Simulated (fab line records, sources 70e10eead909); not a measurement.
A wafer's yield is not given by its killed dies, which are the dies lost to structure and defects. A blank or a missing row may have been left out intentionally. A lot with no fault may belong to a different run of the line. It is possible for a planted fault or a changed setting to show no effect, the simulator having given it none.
fab line records | flow nand_harc | part 1 of 2: steps 1 to 3 of 6
record: lots: 24 | wafers: 72 | last_day: 26
route steps=1159 shown A_STAIRCASE@596
lots with no fault: from the same line, run without faults
start_h: hours from the record's first day to the start of the lot's first wafer shown | wait_h: hours from the lot's prior step to this one | " unchanged from the row above | L1.1+2: several wafers, shown together as one row | - value missing, or start not given | * or withheld: withheld | < > ~ a bound
route shown NAME@n: NAME is a module with steps in the file, n the number in the route of the first one | usual: mean/standard deviation taken from wafers without a fault | same: alike in all rows | chamber/n: place in a boat | sites: readings site by site | _std_site: their standard deviation | _edge_site: inner sites' mean taken away from outer sites' mean | radius_mm: how far each site lies from the wafer's centre | mask NAME#n: copy n | behind: tool/chamber where the wafer was last shaped | hold: the reason the lot was held/the length of the hold in hours/how it ended | device: whichever transistor did not switch (one of n, p or np) | end of line: tests run on the same wafers once the route is complete | a step without rows: its recipe alone | killed: dies that structure and defects cost at the first sort, which is not the same as the wafer's yield | map: a wafer's dies, x killed, . not, _ none there
set.NAME: the setting that was run; set.NAME@STEP: the one run at that earlier step | model.NAME: the simulator's own value behind a step, which no gauge read
the route's steps for a sample of lots (tables are steps, rows are wafers)
services: from which hour (start_h, from the record's first day; less than 0 if before it) a tool's chamber was out of use, for how many hours, and why
== steps ==
step: NHARC_A_STAIRCASE_TRIM_202
recipe: time_s: 211.2 | o2_flow_sccm: 500 | ar_flow_sccm: 0 | bias_w: 0 | chemistry: O2
usual: drypump_motor_current_A: 6.0/0.51 | oes_product_au: 1.003/0.01 | rf_vpp_V: 57.6/0.9 | showerhead_plenum_p_Torr: 3.47/0.14 | throttle_valve_pct: 17.036/0.009
same: bias_w: 0
lot.wafer | tool        | chamber | start_h | wait_h | drypump_motor_current_A | oes_product_au | rf_hours_counter_h | rf_vpp_V | showerhead_plenum_p_Torr | throttle_valve_pct
L074.4    | rie_diel-02 | 2       | -       | -      | 5.4                     | 0.999          | 31                 | 55.5     | 3.27                     | 17.047
L074.3    | "           | 3       | "       | "      | 6.1                     | 0.992          | 33                 | 57.8     | 3.67                     | 17.039
L074.5    | "           | 1       | "       | "      | 6.7                     | 1.006          | -                  | 58.1     | 3.47                     | 17.034
L076.4    | rie_diel-12 | 3       | -       | -      | 5.9                     | 0.973          | 15                 | 57.2     | 3.43                     | 17.019
L076.3    | "           | 1       | "       | "      | 5.4                     | 1.006          | 17                 | 57.0     | 3.61                     | 17.028
L076.1    | "           | 2       | "       | "      | 5.6                     | 0.998          | 17                 | 57.4     | 3.38                     | 17.040
L075.3    | rie_diel-11 | 3       | -       | -      | 6.4                     | 1.011          | 23                 | 57.8     | 3.43                     | 17.037
L075.4    | "           | 0       | "       | "      | 6.2                     | 1.010          | -                  | 58.6     | 3.28                     | 17.031
L075.5    | "           | 1       | "       | "      | 5.3                     | 0.993          | -                  | 58.5     | 3.66                     | 17.018
L077.2    | rie_diel-11 | 0       | -       | -      | 6.2                     | 1.014          | 26                 | 55.7     | 3.28                     | 17.026
L077.1    | "           | 1       | "       | "      | 5.3                     | 0.992          | 26                 | 59.2     | 3.66                     | 17.036
L077.5    | "           | 3       | "       | "      | 6.4                     | 1.008          | -                  | 57.0     | 3.43                     | 17.051
L078.4    | rie_diel-02 | 0       | -       | -      | 6.6                     | 0.993          | 36                 | 57.6     | 3.45                     | 17.039
L078.1    | "           | 1       | "       | "      | 6.7                     | 1.006          | 36                 | 57.7     | 3.47                     | 17.035
L078.2    | "           | 2       | "       | "      | 5.4                     | 1.001          | 38                 | 57.7     | 3.27                     | 17.056
L079.2    | rie_diel-02 | 1       | -       | -      | 6.7                     | 0.991          | 38                 | 57.6     | 3.47                     | 17.049
L079.4    | "           | 2       | "       | "      | 5.4                     | 1.007          | 42                 | 57.6     | 3.27                     | 17.024
L079.5    | "           | 0       | "       | "      | 6.6                     | 1.003          | -                  | 57.5     | 3.45                     | 17.046
L080.2    | rie_diel-11 | 0       | -       | -      | 6.2                     | 1.017          | 35                 | 56.3     | 3.28                     | 17.046
L080.3    | "           | 1       | "       | "      | 5.3                     | 1.008          | 35                 | 58.6     | 3.65                     | 17.045
L080.5    | "           | 0       | "       | "      | 6.2                     | 1.017          | -                  | 57.4     | 3.28                     | 17.049
L082.3    | rie_diel-11 | 0       | -       | -      | 6.2                     | 1.002          | 38                 | 57.8     | 3.28                     | 17.033
L082.6    | "           | 0       | "       | "      | 6.3                     | 1.005          | -                  | 57.7     | 3.28                     | 17.053
L082.5    | "           | 1       | "       | "      | 5.3                     | 0.991          | -                  | 57.3     | 3.65                     | 17.050
L081.4    | rie_diel-12 | 0       | -       | -      | 6.7                     | 1.008          | 28                 | 58.8     | 3.48                     | 17.034
L081.5    | "           | 1       | "       | "      | 5.4                     | 1.010          | -                  | 58.9     | 3.60                     | 17.049
L081.6    | "           | 2       | "       | "      | 5.7                     | 1.009          | -                  | 57.1     | 3.38                     | 17.041
L084.2    | rie_diel-11 | 3       | -       | -      | 6.5                     | 1.008          | 39                 | 58.3     | 3.42                     | 17.032
L084.4    | "           | 0       | "       | "      | 6.2                     | 1.009          | 40                 | 56.7     | 3.28                     | 17.028
L084.6    | "           | 2       | "       | "      | 5.5                     | 1.002          | -                  | 57.9     | 3.40                     | 17.030
L083.3    | rie_diel-02 | 0       | -       | -      | 6.6                     | 1.007          | 48                 | 56.3     | 3.45                     | 17.035
L083.2    | "           | 1       | "       | "      | 6.7                     | 0.996          | 45                 | 57.3     | 3.47                     | 17.041
L083.4    | "           | 2       | "       | "      | 5.4                     | 0.998          | 50                 | 58.1     | 3.26                     | 17.042
L085.2    | rie_diel-11 | 3       | -       | -      | 6.4                     | 1.010          | 47                 | 58.8     | 3.42                     | 17.051
L085.4    | "           | 2       | "       | "      | 5.5                     | 1.007          | 31                 | 57.4     | 3.40                     | 17.038
L085.6    | "           | 3       | "       | "      | 6.4                     | 1.018          | -                  | 57.0     | 3.42                     | 17.037
L087.2    | rie_diel-11 | 3       | -       | -      | 6.4                     | 1.020          | 48                 | 57.7     | 3.42                     | 17.045
L087.4    | "           | 0       | "       | "      | 6.3                     | 1.009          | 48                 | 57.4     | 3.27                     | 17.047
L087.6    | "           | 0       | "       | "      | 6.2                     | 1.005          | -                  | 58.2     | 3.27                     | 17.037
L086.3    | rie_diel-11 | 3       | -       | -      | 6.5                     | 1.025          | 51                 | 56.8     | 3.42                     | 17.025
L086.2    | "           | 0       | "       | "      | 6.2                     | 1.014          | 52                 | 57.6     | 3.27                     | 17.027
L086.6    | "           | 3       | "       | "      | 6.4                     | 1.023          | -                  | 59.0     | 3.42                     | 17.044
L089.4    | rie_diel-12 | 1       | -       | -      | 5.4                     | 1.007          | 43                 | 57.2     | 3.59                     | 17.038
L089.2    | "           | 2       | "       | "      | 5.7                     | 0.996          | 43                 | 57.0     | 3.37                     | 17.045
L089.5    | "           | 0       | "       | "      | 6.6                     | 1.003          | -                  | 57.4     | 3.47                     | 17.030
L088.1    | rie_diel-12 | 0       | -       | -      | 6.7                     | 1.006          | 44                 | 57.6     | 3.47                     | 17.024
L088.2    | "           | 1       | "       | "      | 5.4                     | 1.005          | 45                 | 56.9     | 3.59                     | 17.024
L088.5    | "           | 3       | "       | "      | 5.9                     | 0.984          | -                  | 58.6     | 3.42                     | 17.030
L090.2    | rie_diel-12 | 2       | -       | -      | 5.6                     | 1.002          | 48                 | 57.8     | 3.37                     | 17.050
L090.6    | "           | 1       | "       | "      | 5.4                     | 1.001          | -                  | 59.4     | 3.59                     | 17.030
L090.5    | "           | 2       | "       | "      | 5.7                     | 1.005          | -                  | 58.2     | 3.37                     | 17.030
L091.3    | rie_diel-11 | 0       | -       | -      | 6.3                     | 1.015          | 60                 | 57.1     | 3.27                     | 17.022
L091.2    | "           | 3       | "       | "      | 6.5                     | 1.022          | 60                 | 57.7     | 3.41                     | 17.044
L091.6    | "           | 0       | "       | "      | 6.2                     | 1.018          | -                  | 56.1     | 3.26                     | 17.036
L092.4    | rie_diel-02 | 2       | -       | -      | 5.4                     | 1.016          | 6                  | 59.0     | 3.80                     | 17.043
L092.3    | "           | 3       | "       | "      | 6.1                     | 0.995          | 6                  | 58.9     | 3.65                     | 17.032
L092.1    | "           | 1       | "       | "      | 6.7                     | 1.004          | 6                  | 57.9     | 3.46                     | 17.033
L094.2    | rie_diel-11 | 2       | -       | -      | 5.5                     | 1.020          | 48                 | 57.1     | 3.39                     | 17.033
L094.3    | "           | 3       | "       | "      | 6.4                     | 1.019          | 66                 | 57.8     | 3.41                     | 17.018
L094.1    | "           | 0       | "       | "      | 6.3                     | 1.023          | 65                 | 56.8     | 3.26                     | 17.035
L095.3    | rie_diel-11 | 3       | -       | -      | 6.4                     | 1.010          | 66                 | 57.1     | 3.41                     | 17.043
L095.2    | "           | 0       | "       | "      | 6.2                     | 0.999          | 65                 | 56.5     | 3.26                     | 17.041
L095.6    | "           | 3       | "       | "      | 6.5                     | 1.007          | -                  | 57.6     | 3.41                     | 17.045
L093.2    | rie_diel-11 | 2       | -       | -      | 5.6                     | 1.008          | 49                 | 56.4     | 3.39                     | 17.030
L093.1    | "           | 3       | "       | "      | 6.4                     | 1.023          | 66                 | 57.3     | 3.41                     | 17.043
L093.5    | "           | 2       | "       | "      | 5.5                     | 1.007          | -                  | 57.8     | 3.39                     | 17.039
L097.2    | rie_diel-11 | 0       | -       | -      | 6.2                     | 0.997          | 7                  | 57.8     | 3.80                     | 17.047
L097.4    | "           | 2       | "       | "      | 5.5                     | 1.003          | 7                  | 57.3     | 3.39                     | 17.037
L097.6    | "           | 0       | "       | "      | 6.3                     | 0.998          | -                  | 58.4     | 3.80                     | 17.031
L096.3    | rie_diel-02 | 3       | -       | -      | 6.1                     | 1.003          | 22                 | 57.1     | 3.64                     | 17.038
L096.2    | "           | 0       | "       | "      | 6.6                     | 0.996          | 18                 | 57.9     | 3.43                     | 17.035
L096.6    | "           | 3       | "       | "      | 6.1                     | 0.994          | -                  | 58.7     | 3.64                     | 17.019
step: NHARC_A_STAIRCASE_ETCH_227
recipe: target_depth_a: 1000 | time_s: 40.5 | ion_energy_ev: 400 | c4f8_flow_sccm: 20 | o2_flow_sccm: 10 | ar_flow_sccm: withheld | rf_w: 600 | bias_w: 1000 | chemistry: C4F8/O2
usual: bias_w: 1000.3/3 | oes_product_au: 0.943/0.0099 | rf_vpp_V: 894/5.1
lot.wafer | tool        | chamber | start_h | wait_h | bias_w | oes_product_au | rf_hours_counter_h | rf_vpp_V
L074.4    | rie_diel-12 | 1       | -       | -      | 998.4  | 0.937          | 16                 | 900
L074.3    | "           | 2       | "       | "      | 995.3  | 0.940          | 15                 | 891
L074.5    | "           | 2       | "       | "      | 1004.1 | 0.933          | -                  | 891
L076.1    | rie_diel-11 | 1       | -       | -      | 1003.1 | 0.934          | 24                 | 900
L076.3    | "           | 0       | "       | "      | 997.3  | 0.942          | 24                 | 887
L076.4    | "           | 0       | "       | "      | 1001.2 | 0.941          | -                  | 887
L075.3    | rie_diel-11 | 1       | -       | -      | 1003.9 | 0.927          | 25                 | 901
L075.5    | "           | 3       | "       | "      | 994.2  | 0.943          | -                  | 893
L075.4    | "           | 1       | "       | "      | 996.7  | 0.928          | -                  | 901
L077.2    | rie_diel-12 | 0       | -       | -      | 996.4  | 0.956          | 17                 | 894
L077.1    | "           | 1       | "       | "      | 1001.8 | 0.953          | 19                 | 897
L077.5    | "           | 2       | "       | "      | 998.3  | 0.954          | -                  | 890
L078.2    | rie_diel-02 | 0       | -       | -      | 996.8  | 0.939          | 37                 | 894
L078.1    | "           | 3       | "       | "      | 1000.8 | 0.944          | 40                 | 901
L078.4    | "           | 0       | "       | "      | 997.7  | 0.938          | -                  | 895
L079.4    | rie_diel-02 | 0       | -       | -      | 1000.9 | 0.938          | 41                 | 891
L079.2    | "           | 2       | "       | "      | 1001.8 | 0.937          | 43                 | 885
L079.5    | "           | 1       | "       | "      | 1003.6 | 0.953          | -                  | 894
L080.2    | rie_diel-12 | 0       | -       | -      | 1003.3 | 0.944          | 26                 | 894
L080.3    | "           | 1       | "       | "      | 998.3  | 0.936          | 26                 | 899
L080.5    | "           | 1       | "       | "      | 999.9  | 0.938          | -                  | 899
L082.3    | rie_diel-11 | 2       | -       | -      | 996.0  | 0.951          | 25                 | 891
L082.5    | "           | 0       | "       | "      | 998.0  | 0.943          | -                  | 888
L082.6    | "           | 1       | "       | "      | 996.3  | 0.939          | -                  | 901
L081.4    | rie_diel-12 | 2       | -       | -      | 997.8  | 0.950          | 30                 | 891
L081.5    | "           | 3       | "       | "      | 998.4  | 0.928          | -                  | 892
L081.6    | "           | 0       | "       | "      | 1000.8 | 0.948          | -                  | 894
L084.2    | rie_diel-11 | 3       | -       | -      | 1002.0 | 0.957          | 40                 | 892
L084.6    | "           | 0       | "       | "      | 1005.8 | 0.948          | -                  | 888
L084.4    | "           | 1       | "       | "      | 996.2  | 0.934          | -                  | 903
L083.4    | rie_diel-02 | 0       | -       | -      | 1002.8 | 0.949          | 49                 | 893
L083.2    | "           | 1       | "       | "      | 1003.5 | 0.946          | 46                 | 893
L083.3    | "           | 2       | "       | "      | 998.4  | 0.954          | 50                 | 887
L085.2    | rie_diel-11 | 2       | -       | -      | 1001.8 | 0.940          | 33                 | 892
L085.4    | "           | 0       | "       | "      | 1000.3 | 0.951          | 50                 | 887
L085.6    | "           | 2       | "       | "      | 996.8  | 0.941          | -                  | 891
L087.2    | rie_diel-11 | 3       | -       | -      | 998.0  | 0.949          | 50                 | 893
L087.4    | "           | 1       | "       | "      | 996.5  | 0.936          | 51                 | 901
L087.6    | "           | 0       | "       | "      | 999.9  | 0.935          | -                  | 886
L086.2    | rie_diel-11 | 0       | -       | -      | 1002.9 | 0.950          | 53                 | 887
L086.3    | "           | 3       | "       | "      | 1002.9 | 0.964          | 52                 | 893
L086.6    | "           | 1       | "       | "      | 999.4  | 0.945          | -                  | 900
L089.4    | rie_diel-11 | 1       | -       | -      | 1002.1 | 0.942          | 54                 | 900
L089.2    | "           | 2       | "       | "      | 1001.1 | 0.951          | 36                 | 890
L089.5    | "           | 3       | "       | "      | 1003.8 | 0.952          | -                  | 891
L088.1    | rie_diel-11 | 3       | -       | -      | 997.2  | 0.948          | 55                 | 892
L088.2    | "           | 2       | "       | "      | 999.1  | 0.942          | 37                 | 891
L088.5    | "           | 3       | "       | "      | 997.1  | 0.953          | -                  | 891
L090.2    | rie_diel-11 | 1       | -       | -      | 1000.8 | 0.935          | 58                 | 900
L090.5    | "           | 1       | "       | "      | 995.0  | 0.942          | -                  | 900
L090.6    | "           | 2       | "       | "      | 1002.0 | 0.936          | -                  | 891
L091.3    | rie_diel-02 | 0       | -       | -      | 993.6  | 0.930          | 5                  | 893
L091.2    | "           | 1       | "       | "      | 1006.1 | 0.926          | 6                  | 895
L091.6    | "           | 0       | "       | "      | 999.2  | 0.927          | -                  | 894
L092.1    | rie_diel-12 | 0       | -       | -      | 1000.1 | 0.952          | 52                 | 895
L092.4    | "           | 2       | "       | "      | 1004.9 | 0.953          | 55                 | 890
L092.3    | "           | 3       | "       | "      | 1001.9 | 0.929          | 51                 | 890
L094.3    | rie_diel-12 | 2       | -       | -      | 1003.9 | 0.946          | 58                 | 890
L094.1    | "           | 0       | "       | "      | 1002.6 | 0.961          | 56                 | 893
L094.2    | "           | 1       | "       | "      | 1000.8 | 0.955          | 58                 | 898
L095.2    | rie_diel-02 | 0       | -       | -      | 1002.7 | 0.914          | 10                 | 892
L095.3    | "           | 1       | "       | "      | 999.6  | 0.934          | 10                 | 893
L095.6    | "           | 1       | "       | "      | 1000.9 | 0.934          | -                  | 893
L093.2    | rie_diel-12 | 3       | -       | -      | 1004.1 | 0.936          | 55                 | 891
L093.1    | "           | 2       | "       | "      | 1003.8 | 0.955          | 59                 | 890
L093.5    | "           | 0       | "       | "      | 1002.7 | 0.959          | -                  | 894
L097.2    | rie_diel-02 | 2       | -       | -      | 1001.1 | 0.929          | 22                 | 906
L097.4    | "           | 1       | "       | "      | 1000.8 | 0.939          | 19                 | 895
L097.6    | "           | 3       | "       | "      | 999.9  | 0.934          | -                  | 900
L096.2    | rie_diel-11 | 3       | -       | -      | 1000.1 | 0.935          | 8                  | 889
L096.3    | "           | 1       | "       | "      | 1002.8 | 0.935          | 9                  | 899
L096.6    | "           | 2       | "       | "      | 1001.8 | 0.951          | -                  | 892
step: NHARC_A_STAIRCASE_TRIM_231
recipe: time_s: 211.2 | o2_flow_sccm: 500 | ar_flow_sccm: 0 | bias_w: 0 | chemistry: O2
usual: drypump_motor_current_A: 6.0/0.52 | oes_product_au: 1.000/0.0095 | rf_vpp_V: 57.6/0.87 | showerhead_plenum_p_Torr: 3.47/0.13 | throttle_valve_pct: 17.036/0.0079
same: bias_w: 0
lot.wafer | tool        | chamber | start_h | wait_h | drypump_motor_current_A | oes_product_au | rf_hours_counter_h | rf_vpp_V | showerhead_plenum_p_Torr | throttle_valve_pct
L074.3    | rie_diel-12 | 2       | -       | -      | 5.6                     | 1.009          | 16                 | 57.7     | 3.38                     | 17.040
L074.4    | "           | 0       | "       | "      | 6.7                     | 1.001          | 14                 | 57.4     | 3.49                     | 17.040
L074.5    | "           | 2       | "       | "      | 5.6                     | 0.995          | -                  | 59.0     | 3.38                     | 17.038
L076.1    | rie_diel-11 | 1       | -       | -      | 5.3                     | 0.993          | 25                 | 57.6     | 3.66                     | 17.033
L076.3    | "           | 3       | "       | "      | 6.5                     | 1.010          | 24                 | 57.1     | 3.43                     | 17.034
L076.4    | "           | 0       | "       | "      | 6.2                     | 1.009          | -                  | 57.2     | 3.28                     | 17.033
L075.4    | rie_diel-12 | 1       | -       | -      | 5.4                     | 0.999          | 19                 | 57.7     | 3.61                     | 17.042
L075.3    | "           | 2       | "       | "      | 5.6                     | 0.997          | 18                 | 56.2     | 3.38                     | 17.039
L075.5    | "           | 1       | "       | "      | 5.4                     | 1.000          | -                  | 58.1     | 3.61                     | 17.035
L077.1    | rie_diel-12 | 1       | -       | -      | 5.4                     | 1.006          | 20                 | 58.0     | 3.61                     | 17.020
L077.2    | "           | 2       | "       | "      | 5.6                     | 1.010          | 19                 | 57.7     | 3.38                     | 17.047
L077.5    | "           | 0       | "       | "      | 6.7                     | 1.014          | -                  | 56.9     | 3.49                     | 17.046
L078.2    | rie_diel-02 | 3       | -       | -      | 6.1                     | 0.993          | 40                 | 57.1     | 3.67                     | 17.024
L078.1    | "           | 0       | "       | "      | 6.5                     | 0.998          | 37                 | 56.8     | 3.45                     | 17.037
L078.4    | "           | 0       | "       | "      | 6.6                     | 0.993          | -                  | 58.0     | 3.45                     | 17.039
L079.2    | rie_diel-02 | 0       | -       | -      | 6.6                     | 1.001          | 41                 | 57.4     | 3.45                     | 17.023
L079.4    | "           | 2       | "       | "      | 5.4                     | 0.997          | 43                 | 56.9     | 3.27                     | 17.037
L079.5    | "           | 1       | "       | "      | 6.7                     | 1.000          | -                  | 56.8     | 3.47                     | 17.031
L080.2    | rie_diel-02 | 2       | -       | -      | 5.4                     | 1.005          | 44                 | 58.3     | 3.27                     | 17.031
L080.3    | "           | 3       | "       | "      | 6.1                     | 0.994          | 46                 | 58.3     | 3.67                     | 17.032
L080.5    | "           | 2       | "       | "      | 5.4                     | 0.991          | -                  | 56.0     | 3.27                     | 17.031
L082.3    | rie_diel-11 | 2       | -       | -      | 5.5                     | 1.010          | 25                 | 57.0     | 3.40                     | 17.029
L082.6    | "           | 2       | "       | "      | 5.6                     | 1.007          | -                  | 57.4     | 3.40                     | 17.040
L082.5    | "           | 3       | "       | "      | 6.5                     | 1.020          | -                  | 56.7     | 3.42                     | 17.032
L081.4    | rie_diel-12 | 0       | -       | -      | 6.7                     | 0.990          | 29                 | 57.1     | 3.48                     | 17.038
L081.5    | "           | 0       | "       | "      | 6.7                     | 1.000          | -                  | 57.1     | 3.48                     | 17.046
L081.6    | "           | 1       | "       | "      | 5.4                     | 1.002          | -                  | 56.6     | 3.60                     | 17.035
L084.2    | rie_diel-11 | 1       | -       | -      | 5.3                     | 0.992          | 41                 | 56.4     | 3.65                     | 17.026
L084.4    | "           | 1       | "       | "      | 5.3                     | 0.991          | -                  | 58.2     | 3.65                     | 17.038
L084.6    | "           | 3       | "       | "      | 6.4                     | 1.015          | -                  | 57.7     | 3.42                     | 17.044
L083.2    | rie_diel-02 | 3       | -       | -      | 6.1                     | 1.004          | 53                 | 59.3     | 3.66                     | 17.041
L083.3    | "           | 0       | "       | "      | 6.6                     | 0.991          | 49                 | 58.9     | 3.45                     | 17.061
L083.4    | "           | 1       | "       | "      | 6.7                     | 0.995          | 46                 | 58.7     | 3.47                     | 17.041
L085.4    | rie_diel-11 | 3       | -       | -      | 6.5                     | 1.024          | 50                 | 56.6     | 3.42                     | 17.056
L085.2    | "           | 0       | "       | "      | 6.2                     | 1.008          | 50                 | 57.0     | 3.27                     | 17.033
L085.6    | "           | 0       | "       | "      | 6.2                     | 1.000          | -                  | 57.4     | 3.27                     | 17.031
L087.4    | rie_diel-02 | 0       | -       | -      | 6.6                     | 1.006          | 56                 | 58.7     | 3.44                     | 17.025
L087.2    | "           | 1       | "       | "      | 6.7                     | 1.003          | 54                 | 57.4     | 3.46                     | 17.035
L087.6    | "           | 0       | "       | "      | 6.6                     | 1.007          | -                  | 56.9     | 3.44                     | 17.043
L086.3    | rie_diel-12 | 1       | -       | -      | 5.4                     | 1.004          | 43                 | 57.0     | 3.59                     | 17.040
L086.2    | "           | 0       | "       | "      | 6.7                     | 0.998          | 42                 | 59.3     | 3.47                     | 17.034
L086.6    | "           | 1       | "       | "      | 5.4                     | 1.004          | -                  | 58.0     | 3.59                     | 17.039
L089.4    | rie_diel-11 | 2       | -       | -      | 5.5                     | 0.993          | 37                 | 57.0     | 3.40                     | 17.026
L089.2    | "           | 0       | "       | "      | 6.2                     | 0.999          | 54                 | 57.3     | 3.27                     | 17.038
L089.5    | "           | 2       | "       | "      | 5.5                     | 0.996          | -                  | 57.6     | 3.40                     | 17.045
L088.1    | rie_diel-12 | 0       | -       | -      | 6.7                     | 1.006          | 44                 | 57.0     | 3.47                     | 17.027
L088.2    | "           | 3       | "       | "      | 5.9                     | 0.982          | 44                 | 57.1     | 3.42                     | 17.040
L088.5    | "           | 0       | "       | "      | 6.7                     | 1.015          | -                  | 57.2     | 3.47                     | 17.026
L090.2    | rie_diel-11 | 2       | -       | -      | 5.5                     | 0.999          | 41                 | 56.9     | 3.39                     | 17.037
L090.5    | "           | 0       | "       | "      | 6.2                     | 1.000          | -                  | 58.7     | 3.27                     | 17.036
L090.6    | "           | 1       | "       | "      | 5.3                     | 0.994          | -                  | 59.2     | 3.64                     | 17.028
L091.2    | rie_diel-12 | 3       | -       | -      | 5.9                     | 0.984          | 50                 | 57.8     | 3.41                     | 17.034
L091.3    | "           | 0       | "       | "      | 6.8                     | 1.001          | 51                 | 57.9     | 3.47                     | 17.024
L091.6    | "           | 2       | "       | "      | 5.6                     | 0.989          | -                  | 57.2     | 3.36                     | 17.031
L092.3    | rie_diel-02 | 2       | -       | -      | 5.4                     | 0.989          | 10                 | 58.7     | 3.80                     | 17.045
L092.1    | "           | 3       | "       | "      | 6.2                     | 0.980          | 9                  | 58.8     | 3.65                     | 17.030
L092.4    | "           | 0       | "       | "      | 6.6                     | 0.985          | 7                  | 57.5     | 3.44                     | 17.044
L094.3    | rie_diel-11 | 2       | -       | -      | 5.5                     | 0.998          | 49                 | 58.0     | 3.39                     | 17.041
L094.1    | "           | 0       | "       | "      | 6.2                     | 1.005          | 66                 | 57.0     | 3.26                     | 17.035
L094.2    | "           | 1       | "       | "      | 5.3                     | 0.992          | 65                 | 58.2     | 3.63                     | 17.046
L095.3    | rie_diel-11 | 3       | -       | -      | 6.4                     | 1.010          | 67                 | 56.8     | 3.41                     | 17.054
L095.2    | "           | 1       | "       | "      | 5.3                     | 0.997          | 66                 | 58.3     | 3.63                     | 17.026
L095.6    | "           | 2       | "       | "      | 5.5                     | 0.996          | -                  | 56.2     | 3.39                     | 17.040
L093.2    | rie_diel-02 | 1       | -       | -      | 6.7                     | 1.001          | 11                 | 57.2     | 3.45                     | 17.047
L093.1    | "           | 3       | "       | "      | 6.1                     | 1.004          | 13                 | 57.6     | 3.65                     | 17.041
L093.5    | "           | 1       | "       | "      | 6.7                     | 0.996          | -                  | 57.2     | 3.45                     | 17.043
L097.4    | rie_diel-11 | 2       | -       | -      | 5.5                     | 1.008          | 8                  | 58.3     | 3.38                     | 17.035
L097.2    | "           | 3       | "       | "      | 6.4                     | 0.997          | 8                  | 57.5     | 3.40                     | 17.035
L097.6    | "           | 1       | "       | "      | 5.3                     | 0.983          | -                  | 57.7     | 3.63                     | 17.032
L096.2    | rie_diel-02 | 3       | -       | -      | 6.1                     | 1.005          | 23                 | 57.9     | 3.64                     | 17.034
L096.3    | "           | 2       | "       | "      | 5.4                     | 1.001          | 23                 | 57.3     | 3.79                     | 17.032
L096.6    | "           | 0       | "       | "      | 6.6                     | 1.005          | -                  | 55.9     | 3.43                     | 17.031
